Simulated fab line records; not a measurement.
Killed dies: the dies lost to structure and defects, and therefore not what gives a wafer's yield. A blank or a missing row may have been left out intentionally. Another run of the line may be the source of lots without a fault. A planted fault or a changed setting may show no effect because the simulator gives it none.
Matching of chambers || flow n5 finfet || rie diel-05 running N5_BEOL_M7_DESCUM_33: 4 sister chambers
The step chemistry O2, time 7 s. 4 wafers are shown with their chamber, then 7 later ones without.

## WAFERS WITH THEIR CHAMBER
{"wafer": "L082.4", "chamber": 0, "throttle valve pct (%)": 20.72}
{"wafer": "L085.3", "chamber": 2, "throttle valve pct (%)": 20.72}
{"wafer": "L086.4", "chamber": 1, "throttle valve pct (%)": 20.23}
{"wafer": "L086.5", "chamber": 3, "throttle valve pct (%)": 20.23}

## WAFERS WHOSE CHAMBER IS MISSING
{"wafer": "L086.6", "throttle valve pct (%)": 20.73}
{"wafer": "L092.2", "throttle valve pct (%)": 20.74}
{"wafer": "L092.5", "throttle valve pct (%)": 20.72}
{"wafer": "L092.6", "throttle valve pct (%)": 20.24}
{"wafer": "L097.1", "throttle valve pct (%)": 20.26}
{"wafer": "L097.3", "throttle valve pct (%)": 20.36}
{"wafer": "L097.6", "throttle valve pct (%)": 20.76}

## WHICH CHAMBER EACH ONE RAN IN
{"wafer": "L086.6", "from the rows above": "can't be placed: 0 or 2", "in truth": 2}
{"wafer": "L092.2", "from the rows above": "can't be placed: 0 or 2", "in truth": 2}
{"wafer": "L092.5", "from the rows above": "can't be placed: 0 or 2", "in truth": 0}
{"wafer": "L092.6", "from the rows above": "can't be placed: 1 or 3", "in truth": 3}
{"wafer": "L097.1", "from the rows above": "can't be placed: 1 or 3", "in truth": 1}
{"wafer": "L097.3", "from the rows above": "can't be placed: 1 or 3", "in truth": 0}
{"wafer": "L097.6", "from the rows above": "can't be placed: 0 or 2", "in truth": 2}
Correct placement for 0 of the 7. Unplaceable from these rows: 7, with the true chamber sitting among the candidates in 6. Wrongly placed: 0.
How it was worked out, from the rows above alone: a wafer's distance from a chamber is the root of the sum, over the readings, of the square of ((its reading less the chamber's mean) divided by the reading's scatter). The wafer belongs to the nearest chamber; if the next one is less than 2 further off, it can't be placed. For every chamber, the mean is computed from those of its wafers that are shown. The scatter (one wafer shown for each chamber): square how far every hidden wafer sits from the nearest shown wafer, average those squares and take the square root.
